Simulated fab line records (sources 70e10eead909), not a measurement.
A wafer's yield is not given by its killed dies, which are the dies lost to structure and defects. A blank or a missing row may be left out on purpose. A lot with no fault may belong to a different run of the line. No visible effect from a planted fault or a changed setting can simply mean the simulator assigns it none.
Chamber matching + flow nand-harc + NHARC_P_GATE_ETCH_104 on rie-diel-01: 4 sister chambers
The step etches the open film in CF4/CHF3, target depth 60 nm. 20 wafers are shown with their chamber, then 10 later ones without.

== EACH WAFER AND ITS CHAMBER ==
| wafer  | chamber | showerhead-plenum-p-Torr (Torr) | rf-vpp-V (V) | throttle-valve-pct (%) |
|--------|---------|---------------------------------|--------------|------------------------|
| L075.3 | 2       | 1.54                            | 368.1        | 16.806                 |
| L075.4 | 3       | 1.54                            | 370.7        | 16.794                 |
| L075.5 | 1       | 1.65                            | 372.6        | 16.809                 |
| L076.1 | 2       | 1.54                            | 370.9        | 16.803                 |
| L076.3 | 3       | 1.54                            | 369.2        | 16.803                 |
| L076.4 | 1       | 1.65                            | 374.5        | 16.801                 |
| L080.2 | 2       | 1.54                            | 369.0        | 16.809                 |
| L080.3 | 1       | 1.65                            | 374.7        | 16.818                 |
| L080.5 | 2       | 1.54                            | 369.3        | 16.783                 |
| L087.2 | 3       | 1.54                            | 369.0        | 16.789                 |
| L087.4 | 0       | 1.57                            | 369.5        | 16.815                 |
| L087.6 | 1       | 1.65                            | 373.3        | 16.811                 |
| L085.2 | 1       | 1.65                            | 373.5        | 16.786                 |
| L085.4 | 3       | 1.54                            | 369.8        | 16.796                 |
| L085.6 | 2       | 1.53                            | 370.1        | 16.804                 |
| L091.2 | 3       | 1.54                            | 369.5        | 16.812                 |
| L091.3 | 2       | 1.53                            | 370.1        | 16.802                 |
| L091.6 | 2       | 1.53                            | 368.5        | 16.808                 |
| L092.1 | 3       | 1.54                            | 367.5        | 16.786                 |
| L092.3 | 1       | 1.65                            | 372.6        | 16.799                 |

SIGNATURES, as means of the wafers listed above
| reading                  | chamber 0 | chamber 1 | chamber 2 | chamber 3 | scatter within a chamber |
|--------------------------|-----------|-----------|-----------|-----------|--------------------------|
| showerhead-plenum-p-Torr | 1.5700    | 1.6500    | 1.5357    | 1.5400    | 0.00327                  |
| rf-vpp-V                 | 369.500   | 373.533   | 369.429   | 369.283   | 0.987                    |
| throttle-valve-pct       | 16.81500  | 16.80400  | 16.80214  | 16.79667  | 0.00984                  |
Rule: distance of a wafer from a chamber = root of the sum over the readings of ((wafer's reading minus chamber's mean) / reading's scatter) squared. The wafer belongs to the nearest chamber; if the next one is less than 2 further off, it can't be placed. The scatter is the square root of a quotient: the sum, over the shown wafers, of each reading's squared deviation from its chamber's mean, divided by wafers minus chambers.

== WAFERS WITH NO CHAMBER GIVEN ==
| wafer  | showerhead-plenum-p-Torr (Torr) | rf-vpp-V (V) | throttle-valve-pct (%) |
|--------|---------------------------------|--------------|------------------------|
| L092.4 | 1.53                            | 370.4        | 16.802                 |
| L093.1 | 1.65                            | 371.4        | 16.803                 |
| L093.2 | 1.57                            | 369.6        | 16.801                 |
| L093.5 | 1.53                            | 368.3        | 16.795                 |
| L094.1 | 1.57                            | 371.3        | 16.816                 |
| L094.2 | 1.65                            | 373.2        | 16.790                 |
| L094.3 | 1.53                            | 368.2        | 16.796                 |
| L097.2 | 1.53                            | 369.0        | 16.803                 |
| L097.4 | 1.64                            | 371.9        | 16.808                 |
| L097.6 | 1.57                            | 371.9        | 16.796                 |

== EACH ONE'S CHAMBER ==
| wafer  | from the rows above     | in truth |
|--------|-------------------------|----------|
| L092.4 | can't be placed: 2 or 3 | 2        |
| L093.1 | 1                       | 1        |
| L093.2 | 0                       | 0        |
| L093.5 | can't be placed: 2 or 3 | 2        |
| L094.1 | 0                       | 0        |
| L094.2 | 1                       | 1        |
| L094.3 | can't be placed: 2 or 3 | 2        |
| L097.2 | can't be placed: 2 or 3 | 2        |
| L097.4 | 1                       | 1        |
| L097.6 | 0                       | 0        |
Placed correctly: 6 of 10. Cannot be placed on the basis of these rows: 4; the candidates contain the true chamber in 4. Number placed wrongly: 0.
